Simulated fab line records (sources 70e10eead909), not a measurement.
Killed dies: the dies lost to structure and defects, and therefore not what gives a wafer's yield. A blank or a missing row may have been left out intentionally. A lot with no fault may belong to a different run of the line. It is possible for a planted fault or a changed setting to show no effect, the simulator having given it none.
Matching of chambers || flow nand harc || NHARC_P_M2_CMP_23 on cmp-02: 4 sister chambers
The step polishes, t overpolish 20 s, target thk 144.3 nm. 4 wafers are shown with their chamber, then 8 later ones without.

## EACH WAFER AND ITS CHAMBER
{"wafer": "L082.5", "chamber": 1, "motor current A (A)": 12.9}
{"wafer": "L085.1", "chamber": 3, "motor current A (A)": 11.4}
{"wafer": "L085.2", "chamber": 0, "motor current A (A)": 10.0}
{"wafer": "L091.2", "chamber": 2, "motor current A (A)": 12.1}

## WAFERS WITH NO CHAMBER GIVEN
{"wafer": "L091.4", "motor current A (A)": 10.8}
{"wafer": "L091.5", "motor current A (A)": 11.9}
{"wafer": "L092.2", "motor current A (A)": 12.0}
{"wafer": "L092.5", "motor current A (A)": 11.3}
{"wafer": "L092.6", "motor current A (A)": 12.5}
{"wafer": "L096.1", "motor current A (A)": 11.3}
{"wafer": "L096.2", "motor current A (A)": 10.3}
{"wafer": "L096.6", "motor current A (A)": 11.3}

## EACH ONE'S CHAMBER
{"wafer": "L091.4", "from the rows above": "can't be placed: 3 or 0", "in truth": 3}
{"wafer": "L091.5", "from the rows above": "can't be placed: 2 or 3", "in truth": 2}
{"wafer": "L092.2", "from the rows above": "can't be placed: 2 or 3", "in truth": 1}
{"wafer": "L092.5", "from the rows above": 3, "in truth": 3}
{"wafer": "L092.6", "from the rows above": "can't be placed: 1 or 2", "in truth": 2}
{"wafer": "L096.1", "from the rows above": 3, "in truth": 3}
{"wafer": "L096.2", "from the rows above": 0, "in truth": 0}
{"wafer": "L096.6", "from the rows above": 3, "in truth": 3}
Correct placement for 4 of the 8. Can't be placed from these rows: 4 (the true chamber is among the candidates in 3). Number placed wrongly: 0.
How it was worked out, from the rows above alone: a wafer's distance from a chamber is the root of the sum, over the readings, of the square of ((its reading less the chamber's mean) divided by the reading's scatter). The wafer belongs to the nearest chamber; if the next one is less than 2 further off, it can't be placed. For every chamber, the mean is computed from those of its wafers that are shown. The scatter (one wafer shown for each chamber): square how far every hidden wafer sits from the nearest shown wafer, average those squares and take the square root.
